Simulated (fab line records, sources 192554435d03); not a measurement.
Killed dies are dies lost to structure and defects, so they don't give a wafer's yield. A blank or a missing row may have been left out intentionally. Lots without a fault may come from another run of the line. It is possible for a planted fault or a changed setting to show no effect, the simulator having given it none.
A sampling plan put to the test	flow n5 finfet	each of the 43 faults these records tell of, on one fab line, judged from the records of the lots it struck
The plan consists of the line's own looks: route steps at which the wafer is read by a gauge or an inspection but not changed. A look is open to judgement when struck wafers have a number at it and the file gives its usual mean and standard deviation on fault-free wafers. Caught: a look later than the fault's first step finds the struck wafers' mean 4 or more of those standard deviations (sigma) from the usual mean. On the tool: the fault's steps, tested the same way using the tool's own readings. Also counted as caught: the struck wafers showing another recipe, or a record that is empty for them alone.

## THE FAULTS, as the simulator had put them in
1. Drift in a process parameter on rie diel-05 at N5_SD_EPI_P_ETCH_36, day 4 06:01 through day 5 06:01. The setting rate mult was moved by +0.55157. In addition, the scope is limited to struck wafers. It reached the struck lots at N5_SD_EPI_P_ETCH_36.
2. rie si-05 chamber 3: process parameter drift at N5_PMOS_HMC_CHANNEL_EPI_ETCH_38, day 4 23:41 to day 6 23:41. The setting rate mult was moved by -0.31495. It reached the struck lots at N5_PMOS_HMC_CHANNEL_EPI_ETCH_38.
3. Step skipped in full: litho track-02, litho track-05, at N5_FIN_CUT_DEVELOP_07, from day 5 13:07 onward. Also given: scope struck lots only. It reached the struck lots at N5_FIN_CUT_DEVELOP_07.
4. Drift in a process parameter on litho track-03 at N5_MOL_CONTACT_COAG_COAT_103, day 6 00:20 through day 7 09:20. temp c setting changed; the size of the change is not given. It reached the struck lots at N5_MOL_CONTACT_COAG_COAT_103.
5. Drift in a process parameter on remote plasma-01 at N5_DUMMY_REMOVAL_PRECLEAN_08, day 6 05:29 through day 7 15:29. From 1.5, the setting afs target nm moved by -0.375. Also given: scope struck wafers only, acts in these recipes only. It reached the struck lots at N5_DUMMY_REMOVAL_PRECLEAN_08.
6. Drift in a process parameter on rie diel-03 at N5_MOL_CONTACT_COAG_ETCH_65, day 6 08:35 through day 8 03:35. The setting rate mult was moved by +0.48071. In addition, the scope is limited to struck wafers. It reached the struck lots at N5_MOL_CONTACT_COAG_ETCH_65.
7. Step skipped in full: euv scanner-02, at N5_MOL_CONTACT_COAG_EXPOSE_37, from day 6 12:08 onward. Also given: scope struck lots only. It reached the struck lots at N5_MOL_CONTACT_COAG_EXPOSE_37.
8. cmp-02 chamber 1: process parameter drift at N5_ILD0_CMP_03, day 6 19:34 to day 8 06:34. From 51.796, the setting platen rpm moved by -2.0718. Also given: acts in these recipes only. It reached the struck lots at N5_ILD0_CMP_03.
9. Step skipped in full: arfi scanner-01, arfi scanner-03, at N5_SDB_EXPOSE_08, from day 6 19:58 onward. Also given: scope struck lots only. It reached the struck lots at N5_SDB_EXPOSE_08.
10. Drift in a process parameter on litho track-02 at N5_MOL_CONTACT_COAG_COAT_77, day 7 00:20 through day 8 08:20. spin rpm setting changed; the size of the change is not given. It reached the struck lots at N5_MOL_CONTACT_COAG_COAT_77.
11. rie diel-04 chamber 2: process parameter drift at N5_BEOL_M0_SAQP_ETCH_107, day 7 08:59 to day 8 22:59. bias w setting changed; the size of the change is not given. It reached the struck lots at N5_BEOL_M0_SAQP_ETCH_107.
12. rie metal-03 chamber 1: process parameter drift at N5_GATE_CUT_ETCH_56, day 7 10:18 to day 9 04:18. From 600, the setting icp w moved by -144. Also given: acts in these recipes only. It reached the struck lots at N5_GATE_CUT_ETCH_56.
13. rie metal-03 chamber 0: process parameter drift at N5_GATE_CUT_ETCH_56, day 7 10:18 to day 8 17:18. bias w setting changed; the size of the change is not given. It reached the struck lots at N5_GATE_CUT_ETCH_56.
14. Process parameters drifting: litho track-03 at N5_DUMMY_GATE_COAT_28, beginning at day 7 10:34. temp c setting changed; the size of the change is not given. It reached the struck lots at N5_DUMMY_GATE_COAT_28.
15. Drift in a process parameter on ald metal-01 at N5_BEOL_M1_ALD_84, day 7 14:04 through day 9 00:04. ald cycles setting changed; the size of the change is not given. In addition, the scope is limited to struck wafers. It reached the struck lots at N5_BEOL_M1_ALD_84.
16. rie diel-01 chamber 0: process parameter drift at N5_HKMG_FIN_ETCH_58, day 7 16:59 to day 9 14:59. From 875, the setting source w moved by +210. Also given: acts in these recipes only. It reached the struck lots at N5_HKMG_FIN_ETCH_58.
17. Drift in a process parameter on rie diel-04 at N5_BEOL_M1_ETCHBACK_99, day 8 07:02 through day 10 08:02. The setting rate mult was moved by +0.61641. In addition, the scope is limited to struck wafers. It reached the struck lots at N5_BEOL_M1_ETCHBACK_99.
18. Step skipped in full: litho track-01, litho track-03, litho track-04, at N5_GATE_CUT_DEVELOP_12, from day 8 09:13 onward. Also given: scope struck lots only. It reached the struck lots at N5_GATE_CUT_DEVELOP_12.
19. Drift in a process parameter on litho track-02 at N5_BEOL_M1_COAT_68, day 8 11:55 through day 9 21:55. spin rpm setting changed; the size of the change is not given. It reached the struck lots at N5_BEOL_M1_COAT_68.
20. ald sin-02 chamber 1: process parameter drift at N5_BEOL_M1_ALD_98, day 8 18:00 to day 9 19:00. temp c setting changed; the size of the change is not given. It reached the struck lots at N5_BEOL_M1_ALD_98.
21. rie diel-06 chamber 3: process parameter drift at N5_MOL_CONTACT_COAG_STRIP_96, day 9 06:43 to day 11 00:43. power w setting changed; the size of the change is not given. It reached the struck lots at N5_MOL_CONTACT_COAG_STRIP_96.
22. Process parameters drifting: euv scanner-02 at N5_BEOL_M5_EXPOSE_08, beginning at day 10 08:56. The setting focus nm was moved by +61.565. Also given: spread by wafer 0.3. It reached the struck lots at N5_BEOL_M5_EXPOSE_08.
23. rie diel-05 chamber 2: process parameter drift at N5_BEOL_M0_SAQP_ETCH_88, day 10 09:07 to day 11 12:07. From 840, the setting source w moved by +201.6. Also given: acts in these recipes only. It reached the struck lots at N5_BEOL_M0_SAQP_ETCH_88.
24. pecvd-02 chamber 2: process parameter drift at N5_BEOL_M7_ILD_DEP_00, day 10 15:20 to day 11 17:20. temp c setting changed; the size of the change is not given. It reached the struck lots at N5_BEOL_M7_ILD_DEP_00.
25. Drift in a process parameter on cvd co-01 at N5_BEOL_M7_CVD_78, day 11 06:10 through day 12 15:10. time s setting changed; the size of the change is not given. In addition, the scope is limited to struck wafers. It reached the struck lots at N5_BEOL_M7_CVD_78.
26. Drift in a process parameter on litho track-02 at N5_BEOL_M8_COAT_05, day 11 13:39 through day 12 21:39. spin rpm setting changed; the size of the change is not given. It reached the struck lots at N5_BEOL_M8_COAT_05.
27. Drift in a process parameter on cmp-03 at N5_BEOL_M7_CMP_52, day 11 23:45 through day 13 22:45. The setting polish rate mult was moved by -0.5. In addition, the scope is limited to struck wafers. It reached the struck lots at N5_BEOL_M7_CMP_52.
28. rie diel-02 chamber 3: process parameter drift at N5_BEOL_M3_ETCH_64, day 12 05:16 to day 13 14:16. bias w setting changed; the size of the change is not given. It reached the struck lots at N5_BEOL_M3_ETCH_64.
29. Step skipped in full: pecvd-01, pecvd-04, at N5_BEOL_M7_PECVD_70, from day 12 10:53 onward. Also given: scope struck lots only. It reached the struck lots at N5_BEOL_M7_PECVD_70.
30. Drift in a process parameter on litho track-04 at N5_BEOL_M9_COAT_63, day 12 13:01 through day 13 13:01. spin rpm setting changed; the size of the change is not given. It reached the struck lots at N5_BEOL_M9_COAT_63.
31. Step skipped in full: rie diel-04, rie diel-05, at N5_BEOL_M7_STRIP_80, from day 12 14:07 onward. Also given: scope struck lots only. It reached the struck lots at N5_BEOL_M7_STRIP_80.
32. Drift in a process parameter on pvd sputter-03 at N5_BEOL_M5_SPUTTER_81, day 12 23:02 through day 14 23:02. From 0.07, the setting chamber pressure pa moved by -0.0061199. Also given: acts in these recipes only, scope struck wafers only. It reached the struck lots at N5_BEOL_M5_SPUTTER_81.
33. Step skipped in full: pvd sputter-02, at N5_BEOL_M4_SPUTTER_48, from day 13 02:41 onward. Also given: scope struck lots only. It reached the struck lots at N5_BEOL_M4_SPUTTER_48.
34. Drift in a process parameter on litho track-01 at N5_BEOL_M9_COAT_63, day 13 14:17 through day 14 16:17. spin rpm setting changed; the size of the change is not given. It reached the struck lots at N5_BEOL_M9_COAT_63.
35. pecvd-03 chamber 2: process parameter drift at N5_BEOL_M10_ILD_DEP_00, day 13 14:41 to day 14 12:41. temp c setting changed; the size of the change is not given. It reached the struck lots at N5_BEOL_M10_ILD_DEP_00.
36. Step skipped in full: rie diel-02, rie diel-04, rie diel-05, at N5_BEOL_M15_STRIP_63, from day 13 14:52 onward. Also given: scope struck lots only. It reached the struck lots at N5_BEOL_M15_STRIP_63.
37. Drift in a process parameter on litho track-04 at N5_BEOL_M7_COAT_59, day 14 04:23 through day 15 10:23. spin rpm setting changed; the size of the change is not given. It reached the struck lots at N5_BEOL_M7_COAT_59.
38. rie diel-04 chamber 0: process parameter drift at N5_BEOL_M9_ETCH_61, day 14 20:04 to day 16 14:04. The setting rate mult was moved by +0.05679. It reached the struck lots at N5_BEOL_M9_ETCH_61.
39. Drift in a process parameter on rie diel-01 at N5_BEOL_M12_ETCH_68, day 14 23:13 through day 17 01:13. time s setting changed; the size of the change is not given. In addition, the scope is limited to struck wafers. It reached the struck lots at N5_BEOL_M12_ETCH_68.
40. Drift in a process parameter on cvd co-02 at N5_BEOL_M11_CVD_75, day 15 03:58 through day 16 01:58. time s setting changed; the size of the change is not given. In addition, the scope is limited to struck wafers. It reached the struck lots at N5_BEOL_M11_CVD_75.
41. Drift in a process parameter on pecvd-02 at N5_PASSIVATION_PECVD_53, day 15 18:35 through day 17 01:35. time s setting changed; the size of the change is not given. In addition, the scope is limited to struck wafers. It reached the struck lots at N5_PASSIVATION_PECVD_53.
42. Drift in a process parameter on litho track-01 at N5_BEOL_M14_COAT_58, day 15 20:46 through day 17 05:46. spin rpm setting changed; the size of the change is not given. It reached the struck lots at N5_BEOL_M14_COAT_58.
43. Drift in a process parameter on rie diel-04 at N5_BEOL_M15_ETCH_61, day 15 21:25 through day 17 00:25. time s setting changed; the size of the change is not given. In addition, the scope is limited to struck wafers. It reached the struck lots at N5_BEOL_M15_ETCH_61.

## WHAT THE PLAN SAW
fault	on the tool itself	first look that catches it	reading, sigma	median hours from its first step to that look	hours from the fault's start to the first struck lot there	judged looks passed uncaught
1	etch rf on time s -14 sigma	not the one look that can be judged after it	-	-	-	1
2	oes product au -9.6 sigma	none of the 2 looks that can be judged after it	-	-	-	2
3	the tool's record is blank for the struck wafers	no look after it can be judged	-	-	-	0
4	plate temp C -68 sigma	not the one look that can be judged after it	-	-	-	1
5	no reading that can be judged	N5_BEOL_M4_RC_MEAS_101	EOT_N +12	119.1	100	0
6	etch rf on time s -15 sigma	not the one look that can be judged after it	-	-	-	1
7	no reading that can be judged	no look after it can be judged	-	-	-	0
8	platen rpm -56 sigma	none of the 2 looks that can be judged after it	strongest: DIBL_N at N5_BEOL_M4_RC_MEAS_101, -2.1	-	-	2
9	no reading that can be judged	no look after it can be judged	-	-	-	0
10	spin speed rpm -99 or beyond sigma	not the one look that can be judged after it	-	-	-	1
11	bias w +22 sigma	none of the 2 looks that can be judged after it	-	-	-	2
12	rf fwd power W -75 sigma	not the one look that can be judged after it	-	-	-	1
13	bias w -16 sigma	not the one look that can be judged after it	-	-	-	1
14	plate temp C -68 sigma	no look after it can be judged	-	-	-	0
15	under 2 sigma	not the one look that can be judged after it	-	-	-	1
16	rf fwd power W +79 sigma	not the one look that can be judged after it	-	-	-	1
17	only faintly: oes product au +3.7 sigma	not the one look that can be judged after it	-	-	-	1
18	the tool's record is blank for the struck wafers	no look after it can be judged	-	-	-	0
19	spin speed rpm +99 or beyond sigma	not the one look that can be judged after it	-	-	-	1
20	susceptor temp C -52 sigma	not the one look that can be judged after it	-	-	-	1
21	power w +36 sigma	not the one look that can be judged after it	-	-	-	1
22	exposure dose mJ cm2 +6.0 sigma	no look after it can be judged	-	-	-	0
23	rf fwd power W +87 sigma	not the one look that can be judged after it	-	-	-	1
24	susceptor temp C -99 or beyond sigma	N5_BEOL_M7_THK_MEAS_01	M7_ILD_THK +11	0.7	6	0
25	only faintly: run length s -3.9 sigma	no look after it can be judged	-	-	-	0
26	spin speed rpm +99 or beyond sigma	not the one look that can be judged after it	-	-	-	1
27	overpolish run s -99 or beyond sigma	N5_BEOL_M7_THK_MEAS_53	M7_THK +56	0.3	10	0
28	bias w -41 sigma	not the one look that can be judged after it	-	-	-	1
29	the tool's record is blank for the struck wafers	not the one look that can be judged after it	-	-	-	1
30	spin speed rpm +84 sigma	no look after it can be judged	-	-	-	0
31	the tool's record is blank for the struck wafers	no look after it can be judged	-	-	-	0
32	chamber pressure pa -41 sigma	no look after it can be judged	-	-	-	0
33	the tool's record is blank for the struck wafers	not the one look that can be judged after it	-	-	-	1
34	spin speed rpm -99 or beyond sigma	no look after it can be judged	-	-	-	0
35	susceptor temp C -30 sigma	not the one look that can be judged after it	strongest: M10_ILD_THK at N5_BEOL_M10_THK_MEAS_01, +3.1	-	-	1
36	the tool's record is blank for the struck wafers	no look after it can be judged	-	-	-	0
37	spin speed rpm -82 sigma	no look after it can be judged	-	-	-	0
38	only faintly: etch rf on time s -2.6 sigma	no look after it can be judged	-	-	-	0
39	run length s -99 or beyond sigma	no look after it can be judged	-	-	-	0
40	run length s -99 or beyond sigma	no look after it can be judged	-	-	-	0
41	run length s -62 sigma	no look after it can be judged	-	-	-	0
42	spin speed rpm +99 or beyond sigma	no look after it can be judged	-	-	-	0
43	run length s -18 sigma	no look after it can be judged	-	-	-	0
A dash: this means the fault isn't caught or the number doesn't appear in these records.

Caught at a look: 3 of 43. Caught on the tool: 36 of 43. By one or the other: 37 of 43.
Faults 1, 2, 3, 4, 6, 8, 10, 11, 12, 13, 14, 16, 18, 19, 20, 21, 22, 23, 26, 28, 29, 30, 31, 32, 33, 34, 35, 36, 37, 39, 40, 41, 42, 43 were caught on the tool alone.
Caught at a look alone: fault 5.
Caught by neither: faults 7, 9, 15, 17, 25, 38.

## THINNER SAMPLING
If the look that catches a fault measured only every second or every third lot, by lot number, the first struck lot would be measured this late in the worst case:
fault	struck lots at that look, in order of time	every lot	every second lot	every third lot
5	L223, L224, L225	100 h	126 h	134 h
24	L801, L803, L804	6 h	10 h	may miss all 3
27	L195, L196, L199	10 h	18 h	may miss all 3
Hours: fault start to first struck lot measured. The test against the limit of 4 sigma pooled every struck wafer, which means one lot taken alone may stay below that limit. Other struck lots may not be in these records.

## THE LONGEST TIMED WAY FROM STEP TO LOOK
For fault 5, N5_DUMMY_REMOVAL_PRECLEAN_08 and N5_BEOL_M4_RC_MEAS_101 are separated by a median of 119.1 hours. No look between them can be judged.
